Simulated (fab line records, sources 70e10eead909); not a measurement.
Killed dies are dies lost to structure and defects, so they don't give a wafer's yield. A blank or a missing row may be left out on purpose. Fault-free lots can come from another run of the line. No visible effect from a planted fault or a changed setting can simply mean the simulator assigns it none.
Chamber matching ; flow nand-harc ; 4 sister chambers for NHARC_A_ZERO_WELL_ETCH_13 on rie-si-06
The step etches the open film in HBr/Cl2, target depth 120 nm, time 40.1 s. 8 wafers are shown with their chamber, then 8 later ones without.

WAFERS, EACH WITH ITS CHAMBER
wafer;chamber;he-backside-leak-sccm (sccm);oes-product-au (a.u.)
L632.4;0;2.50;1.013
L638.1;3;3.04;1.000
L638.3;0;2.40;0.996
L638.4;2;2.61;1.001
L644.2;3;3.16;1.008
L644.3;1;2.83;0.992
L644.5;2;3.05;1.003
L647.3;1;2.78;0.982

WAFERS WHOSE CHAMBER IS MISSING
wafer;he-backside-leak-sccm (sccm);oes-product-au (a.u.)
L647.4;3.10;1.010
L647.6;2.88;1.000
L648.1;3.20;0.990
L648.3;2.60;1.001
L648.4;3.10;0.991
L649.1;2.96;1.001
L649.4;2.45;1.001
L649.5;3.01;1.008

WHICH CHAMBER EACH ONE RAN IN
wafer;from the rows above;in truth
L647.4;can't be placed: 3 or 2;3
L647.6;can't be placed: 2 or 3 or 1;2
L648.1;can't be placed: 3 or 1 or 2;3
L648.3;can't be placed: 0 or 2 or 1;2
L648.4;can't be placed: 3 or 1 or 2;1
L649.1;can't be placed: 2 or 3 or 1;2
L649.4;can't be placed: 0 or 2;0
L649.5;can't be placed: 3 or 2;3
Correctly placed: 0 of 8. These rows do not allow placing 8 (true chamber among the candidates in 8). 0 placed wrongly.
How it was worked out, from the rows above alone: a wafer's distance from a chamber is the root of the sum, over the readings, of the square of ((its reading less the chamber's mean) divided by the reading's scatter). If the next closest chamber is less than 2 further off than the closest, the wafer can't be placed; otherwise it belongs to the closest. The mean given for a chamber averages the wafers shown for that chamber. How the scatter is found: for the shown wafers, subtract from each reading the mean of its chamber, square and add these, divide the total by (wafers less chambers), then take the root.
